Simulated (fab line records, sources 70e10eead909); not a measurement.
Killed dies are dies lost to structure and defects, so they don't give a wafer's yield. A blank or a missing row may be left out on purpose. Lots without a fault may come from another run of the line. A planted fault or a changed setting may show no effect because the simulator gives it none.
fab line records | flow nand_harc
record lots=11 wafers=33 last_day=24
route steps=1159 shown A_CONTACT@868 END@1159
lots that met no fault: from a run of the same line without faults
start_h: hours from the record's first day to the start of the lot's first wafer shown | wait_h: hours since the lot's step before | " the same as in the row above | L1.1+2: a row that stands for several wafers | - no value, or no start given | * or withheld: withheld | < > ~ a bound
route shown NAME@n: a module of which the file shows steps, and the number in the route of the first | usual: mean/standard deviation of fault-free wafers | same: alike in all rows | chamber/n: place in a boat | sites: the reading at each site | _std_site: their standard deviation | _edge_site: outer sites' mean less inner sites' | radius_mm: how far each site lies from the wafer's centre | mask NAME#n: copy n | behind: the tool/chamber that last shaped the wafer | hold: why the lot was held/for how many hours/how that ended | device: the transistor (n, p or np) that didn't switch | end of line: the same wafers' tests at the end of the route | a step without rows: its recipe alone | killed: dies lost to structure and defects at the first sort, not the wafer's yield | map: a wafer's dies, x killed, . not, _ none there
set.NAME: the setting as run; set.NAME@STEP: as run at that earlier step | model.NAME: the simulator's own value behind a step, which no gauge read
steps of the route over a sample of lots; a table a step, a row a wafer
services: from which hour (start_h, from the record's first day; less than 0 if before it) a tool's chamber was out of use, for how many hours, and why
## steps
# step NHARC_A_CONTACT_ETCH_117
# recipe source_w=withheld pressure_mtorr=20 bias_v=3000 time_s=94 target_depth_a=9220 ar_flow_sccm=withheld c4f8_flow_sccm=withheld o2_flow_sccm=withheld chemistry=C4F8/O2/Ar
# columns lot.wafer tool chamber start_h wait_h rf_hours_counter_h
L438.2 har_cap_etch-01 1 379.40 0.1 58
L438.1 " 0 " " 58
L438.4 " 0 " " -
L447.3 har_cap_etch-03 1 410.73 0.1 -
L447.4 " 0 " " -
L447.5 " 1 " " -
L450.2 har_cap_etch-01 0 438.84 0.1 73
L450.6 " 1 " " -
L450.5 " 0 " " -
L453.1 har_cap_etch-02 1 458.32 0.1 23
L453.4 " 0 " " -
L453.5 " 0 " " -
L452.2 har_cap_etch-02 0 469.59 0.1 24
L452.4 " 1 " " -
L452.5 " 1 " " -
L455.3 har_cap_etch-01 1 470.73 0.1 -
L455.4 " 0 " " -
L455.5 " 1 " " -
L457.3 har_cap_etch-01 0 475.05 0.1 -
L457.6 " 0 " " -
L457.5 " 1 " " -
L460.4 har_cap_etch-03 0 499.02 0.1 -
L460.3 " 1 " " -
L460.5 " 0 " " -
L458.2 har_cap_etch-02 1 500.33 0.1 29
L458.3 " 0 " " -
L458.4 " 1 " " -
L459.4 har_cap_etch-01 1 503.56 0.1 -
L459.3 " 0 " " -
L459.6 " 0 " " -
L461.3 har_cap_etch-03 1 505.44 0.1 -
L461.6 " 1 " " -
L461.5 " 0 " " -
# step NHARC_A_CONTACT_ETCH_123
# recipe source_w=withheld pressure_mtorr=20 bias_v=400 time_s=253 target_depth_a=10900 ar_flow_sccm=withheld c4f8_flow_sccm=11.5 o2_flow_sccm=7.2 chemistry=C4F8/O2/Ar
# columns lot.wafer tool chamber start_h wait_h rf_hours_counter_h
L438.2 har_cap_etch-01 1 379.94 0.1 59
L438.1 " 0 " " 59
L438.4 " 0 " " -
L447.3 har_cap_etch-03 1 411.36 0.2 -
L447.4 " 0 " " -
L447.5 " 1 " " -
L450.2 har_cap_etch-01 0 439.62 0.2 73
L450.6 " 1 " " -
L450.5 " 0 " " -
L453.1 har_cap_etch-02 1 458.87 0.1 23
L453.4 " 0 " " -
L453.5 " 0 " " -
L452.2 har_cap_etch-02 0 470.18 0.1 25
L452.4 " 1 " " -
L452.5 " 1 " " -
L455.3 har_cap_etch-01 1 471.35 0.2 -
L455.4 " 0 " " -
L455.5 " 1 " " -
L457.3 har_cap_etch-01 0 475.68 0.2 -
L457.6 " 0 " " -
L457.5 " 1 " " -
L460.4 har_cap_etch-03 0 499.64 0.2 -
L460.3 " 1 " " -
L460.5 " 0 " " -
L458.2 har_cap_etch-02 1 500.91 0.1 29
L458.3 " 0 " " -
L458.4 " 1 " " -
L459.4 har_cap_etch-01 1 504.18 0.2 -
L459.3 " 0 " " -
L459.6 " 0 " " -
L461.3 har_cap_etch-03 1 506.07 0.2 -
L461.6 " 1 " " -
L461.5 " 0 " " -
# step NHARC_A_CONTACT_ETCH_90
# recipe target_depth_a=400 over_etch_frac=0.5 time_s=85.7 ion_energy_ev=120 ch3f_flow_sccm=50 o2_flow_sccm=30 ar_flow_sccm=200 rf_w=500 bias_w=100 chemistry=CH3F/O2
# usual bias_w=100.0/0.31 drypump_motor_current_A=5.6/0.37 oes_product_au=0.95/0.033 rf_vpp_V=244.9/1.7 showerhead_plenum_p_Torr=2.49/0.1 throttle_valve_pct=20.663/0.0089
# columns lot.wafer tool chamber start_h wait_h bias_w drypump_motor_current_A oes_product_au rf_hours_counter_h rf_vpp_V showerhead_plenum_p_Torr throttle_valve_pct
L438.1 rie_diel-11 2 380.54 0.5 100.1 5.4 0.93 1 245.1 2.55 20.649
L438.2 " 3 " " 99.8 5.6 0.93 1 246.4 2.61 20.660
L438.4 " 1 " " 100.2 5.7 0.94 1 246.3 2.55 20.685
L447.3 rie_diel-09 3 411.85 0.4 99.9 6.3 0.92 52 246.5 2.48 20.661
L447.4 " 3 " " 99.9 6.3 0.92 - 244.7 2.48 20.652
L447.5 " 2 " " 99.7 6.2 0.94 - 244.7 2.49 20.678
L450.2 rie_diel-11 1 440.26 0.6 99.5 5.7 0.93 16 246.8 2.54 20.672
L450.5 " 1 " " 99.6 5.7 0.94 - 247.2 2.54 20.665
L450.6 " 2 " " 99.8 5.4 0.91 - 245.4 2.55 20.646
L453.4 rie_diel-06 2 459.52 0.4 100.4 5.0 0.93 16 244.1 2.49 20.669
L453.1 " 3 " " 99.4 6.1 0.92 14 244.8 2.47 20.661
L453.5 " 1 " " 100.5 6.0 0.90 - 243.2 2.36 20.657
L452.2 rie_diel-11 0 470.72 0.5 100.2 5.1 1.00 20 242.1 2.31 20.681
L452.4 " 3 " " 99.7 5.6 0.99 20 248.2 2.61 20.670
L452.5 " 1 " " 100.2 5.7 1.01 - 243.8 2.54 20.665
L455.4 rie_diel-06 1 471.86 0.4 100.4 6.0 0.98 22 243.4 2.35 20.676
L455.3 " 3 " " 100.1 6.1 1.01 19 244.9 2.46 20.665
L455.5 " 1 " " 100.3 6.1 0.98 - 242.5 2.35 20.658
L457.3 rie_diel-11 0 476.17 0.4 99.5 5.1 0.99 22 240.8 2.31 20.664
L457.6 " 0 " " 99.7 5.1 1.00 - 242.7 2.31 20.667
L457.5 " 1 " " 99.8 5.8 1.00 - 244.8 2.54 20.662
L460.4 rie_diel-09 0 500.14 0.4 100.1 4.8 0.94 18 243.1 2.42 20.666
L460.3 " 3 " " 100.0 6.3 0.94 10 243.9 2.48 20.656
L460.5 " 1 " " 100.1 5.7 0.96 - 246.2 2.47 20.660
L458.4 rie_diel-11 2 501.46 0.4 100.4 5.4 0.98 24 245.9 2.54 20.681
L458.2 " 3 " " 100.0 5.5 0.98 24 245.9 2.60 20.664
L458.3 " 1 " " 99.9 5.7 0.96 25 246.1 2.54 20.650
L459.3 rie_diel-11 3 504.67 0.4 99.6 5.6 1.00 25 245.7 2.60 20.672
L459.4 " 1 " " 100.2 5.7 1.00 25 245.7 2.54 20.656
L459.6 " 3 " " 99.7 5.6 1.00 - 246.1 2.60 20.658
L461.3 rie_diel-11 1 506.60 0.5 100.1 5.7 0.94 25 246.6 2.54 20.664
L461.5 " 2 " " 100.1 5.4 0.94 - 246.5 2.54 20.667
L461.6 " 3 " " 99.8 5.6 0.94 - 245.7 2.60 20.670
# step NHARC_A_CONTACT_ETCH_102
# recipe target_depth_a=700 overetch_a=70 time_s=38.5 ion_energy_ev=100 cf4_flow_sccm=80 o2_flow_sccm=20 ar_flow_sccm=0 rf_w=300 bias_w=100 chemistry=CF4/O2
# usual bias_w=100.02/0.29 cf4_flow_sccm=79.99/0.23 drypump_motor_current_A=5.6/0.4 oes_product_au=0.999/0.0085 rf_vpp_V=198.1/1.4 showerhead_plenum_p_Torr=1.35/0.055 throttle_valve_pct=13.397/0.0088
# columns lot.wafer tool chamber start_h wait_h bias_w cf4_flow_sccm drypump_motor_current_A oes_product_au rf_hours_counter_h rf_vpp_V showerhead_plenum_p_Torr throttle_valve_pct
L438.2 rie_diel-06 0 381.16 0.1 100.00 80.20 5.6 1.009 34 196.5 1.24 13.403
L438.1 " 1 " " 100.17 80.14 6.0 0.990 55 197.9 1.29 13.390
L438.4 " 1 " " 99.86 80.13 6.0 0.997 - 196.7 1.29 13.393
L447.3 rie_diel-11 3 412.67 0.1 100.28 79.92 5.6 1.004 10 199.1 1.42 13.413
L447.4 " 1 " " 100.44 80.08 5.7 0.993 9 197.7 1.38 13.406
L447.5 " 2 " " 100.38 79.87 5.4 0.915 - 198.3 1.38 13.399
L450.2 rie_diel-11 3 440.77 0.1 99.86 79.67 5.6 0.920 16 200.5 1.42 13.391
L450.6 " 2 " " 100.42 80.12 5.4 1.005 - 199.6 1.38 13.390
L450.5 " 3 " " 100.05 79.98 5.6 0.928 - 199.5 1.42 13.392
L453.1 rie_diel-09 2 460.12 0.1 100.20 79.97 6.2 0.985 10 198.1 1.35 13.394
L453.5 " 0 " " 99.69 79.95 4.8 0.986 - 197.6 1.31 13.398
L453.4 " 1 " " 100.22 79.77 5.7 0.983 - 199.8 1.34 13.387
L452.4 rie_diel-09 1 471.31 0.1 99.89 79.68 5.8 0.986 13 198.3 1.34 13.397
L452.2 " 0 " " 99.40 80.29 4.8 0.995 14 197.9 1.31 13.402
L452.5 " 2 " " 99.90 80.15 6.2 0.989 - 197.6 1.35 13.397
L455.4 rie_diel-09 2 472.36 0.1 99.77 79.68 6.2 1.001 14 198.3 1.35 13.397
L455.3 " 3 " " 100.03 79.94 6.4 0.995 6 199.3 1.35 13.400
L455.5 " 2 " " 100.01 79.85 6.2 0.987 - 198.9 1.35 13.403
L457.3 rie_diel-06 0 476.75 0.1 99.82 80.08 5.6 0.994 22 200.0 1.44 13.391
L457.5 " 2 " " 100.02 79.90 5.0 1.001 - 198.3 1.35 13.400
L457.6 " 3 " " 99.52 79.91 6.1 0.999 - 196.3 1.34 13.405
L460.3 rie_diel-06 0 500.66 0.1 100.13 80.52 5.6 0.991 26 199.5 1.44 13.389
L460.4 " 1 " " 100.17 79.86 6.1 0.980 27 198.0 1.28 13.394
L460.5 " 3 " " 99.11 80.14 6.1 0.998 - 196.9 1.34 13.402
L458.4 rie_diel-09 0 501.97 0.1 100.23 79.77 4.8 0.993 19 197.3 1.31 13.400
L458.3 " 2 " " 100.12 80.04 6.2 1.006 19 198.6 1.35 13.393
L458.2 " 3 " " 100.20 80.30 6.3 0.995 11 197.8 1.34 13.387
L459.3 rie_diel-11 1 505.18 0.1 100.21 80.23 5.7 1.000 25 199.2 1.38 13.388
L459.4 " 2 " " 100.07 80.33 5.4 0.994 25 196.8 1.38 13.417
L459.6 " 1 " " 100.33 80.18 5.7 1.004 - 198.8 1.38 13.385
L461.3 rie_diel-11 2 507.13 0.1 100.28 80.10 5.4 0.998 25 198.7 1.38 13.387
L461.6 " 1 " " 99.73 79.86 5.7 0.989 - 198.5 1.38 13.393
L461.5 " 2 " " 100.00 79.81 5.4 1.006 - 198.4 1.38 13.389
# step NHARC_END_SORT_01
# recipe temp_c=25
# usual killed_at_array=26/11 killed_at_other=0.6/1 killed_at_periphery=3.1/2.1 killed_dies=30/11 killed_open=3.4/1.8 killed_short=2.1/1.5
# same gross_dies=677
# columns lot.wafer tool chamber start_h wait_h killed_at_array killed_at_other killed_at_periphery killed_dies killed_open killed_short
L447.3 prober-01 0 488.27 3.1 17 2 3 22 4 2
L447.4 prober-01 0 489.08 3.4 24 4 4 32 5 7
L447.5 prober-01 0 489.89 3.7 673 1 2 676 3 5
L450.2 prober-02 0 511.55 2.8 665 0 7 672 7 2
L450.5 prober-02 0 513.95 3.7 667 0 4 671 2 3
L450.6 prober-02 0 514.75 4.0 6 1 5 12 3 0
# killed by level:class
L447.3 A_CHANNEL_HOLE_D1:chamber_film_flake=9 A_CONTACT:chamber_film_flake=4 THIN_TSV:chamber_film_flake=2 P_M0:geometric_particle:short=1 P_BONDPAD:geometric_particle:open=1 A_CHANNEL_FILL_D1:geometric_particle:short=1 A_WL_FILL:geometric_particle:open=1 A_CONTACT:geometric_particle:open=1
L447.4 A_CHANNEL_HOLE_D1:chamber_film_flake=11 THIN_TSV:chamber_film_flake=4 A_CHANNEL_FILL_D1:geometric_particle:open=3 A_CHANNEL_FILL_D1:geometric_particle:short=2 A_CONTACT:chamber_film_flake=2 P_GATE:geometric_particle:open=1 P_M0:geometric_particle:short=1 A_WL_FILL:geometric_particle:short=1
L447.5 A_CONTACT:area_etch=652 A_CHANNEL_HOLE_D1:chamber_film_flake=11 A_CONTACT:chamber_film_flake=3 A_CHANNEL_FILL_D1:geometric_particle:short=2 P_CONTACT:geometric_particle:short=1 A_SOURCE_PLATE:geometric_particle:short=1 A_SOURCE_PLATE:geometric_particle:open=1 A_ONON_D1:geometric_particle:open=1
L450.2 A_CONTACT:area_etch=652 P_CONTACT:geometric_particle:open=3 A_CHANNEL_HOLE_D1:chamber_film_flake=3 A_SOURCE_PLATE:geometric_particle:open=2 P_STI:chamber_film_flake=2 A_STAIRCASE:chamber_film_flake=2 P_GATE:geometric_particle:open=1 P_M0:geometric_particle:short=1
L450.5 A_CONTACT:area_etch=653 A_BONDPAD:chamber_film_flake=5 A_CHANNEL_HOLE_D1:chamber_film_flake=4 P_M0:geometric_particle:short=1 P_M0:geometric_particle:open=1 A_CONTACT:geometric_particle:short=1 A_CONTACT:geometric_particle:open=1 A_M0:geometric_particle:short=1
L450.6 A_CHANNEL_HOLE_D1:chamber_film_flake=3 P_CONTACT:geometric_particle:open=2 A_SGD_CUT:geometric_particle:open=1 P_STI:chamber_film_flake=1 P_GATE:chamber_film_flake=1 P_M2:chamber_film_flake=1 A_SLIT:chamber_film_flake=1 A_WL_FILL:chamber_film_flake=1
## services
# columns tool chamber start_h hours kind
rie_diel-09 3 360.57 16.6 repair
rie_diel-11 - 366.55 9.0 pm
rie_diel-11 0 366.55 9.0 vent_cycle
rie_diel-11 1 366.55 9.0 vent_cycle
rie_diel-11 2 366.55 9.0 vent_cycle
rie_diel-11 3 366.55 9.0 vent_cycle
rie_diel-06 2 374.46 8.7 repair
rie_diel-11 0 375.55 - clean
rie_diel-11 1 375.55 - clean
rie_diel-11 2 375.55 - clean
rie_diel-11 3 375.55 - clean
rie_diel-09 2 387.51 13.8 repair
rie_diel-11 0 400.05 - clean
rie_diel-11 1 400.05 - clean
rie_diel-11 2 400.05 - clean
rie_diel-11 3 400.05 - clean
rie_diel-09 0 410.33 6.5 repair
har_cap_etch-02 - 414.57 2.5 repair
rie_diel-06 - 419.60 9.0 pm
rie_diel-09 - 431.16 9.0 pm
rie_diel-09 3 443.81 16.4 repair
rie_diel-06 - 469.88 0.4 repair
har_cap_etch-01 - 481.55 1.8 repair
rie_diel-09 3 506.58 1.9 repair
## key
first_sign step=NHARC_A_CONTACT_ETCH_102 reading=oes_product_au direction=down sigmas=9.2 usual=0.999 struck=0.921
effect step=NHARC_END_SORT_01 reading=killed_dies direction=up sigmas=58 usual=30 struck=673
more_kills_born_at NHARC_A_CONTACT_ETCH_102@rie_diel-11=1957
met_at NHARC_A_CONTACT_ETCH_102
struck_lots L447,L450
struck_wafers L447.5,L450.2,L450.5
later_rows_left_out L447.5,L450.2,L450.5
tester_left_out L447,L450
not_acting_at NHARC_A_CONTACT_ETCH_117,NHARC_A_CONTACT_ETCH_123,NHARC_A_CONTACT_ETCH_90
fault kind=process_parameter_drift tool=rie_diel-11 chamber=- onset_h=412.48 steps=NHARC_A_CONTACT_ETCH_102 channel=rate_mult offset=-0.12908 shape=step end_h=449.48 scope=struck_wafers_only
# tester_left_out: of these lots the tester's yield and bins aren't shown, on N5 and GAA mostly nor the transistor test; their killed dies are dies lost to structure and defects alone, not to doping, threshold or leakage, so they don't give the yield
# later_rows_left_out: the simulator's readings of these wafers behind a module that went badly wrong aren't trusted and aren't shown, but for the sort
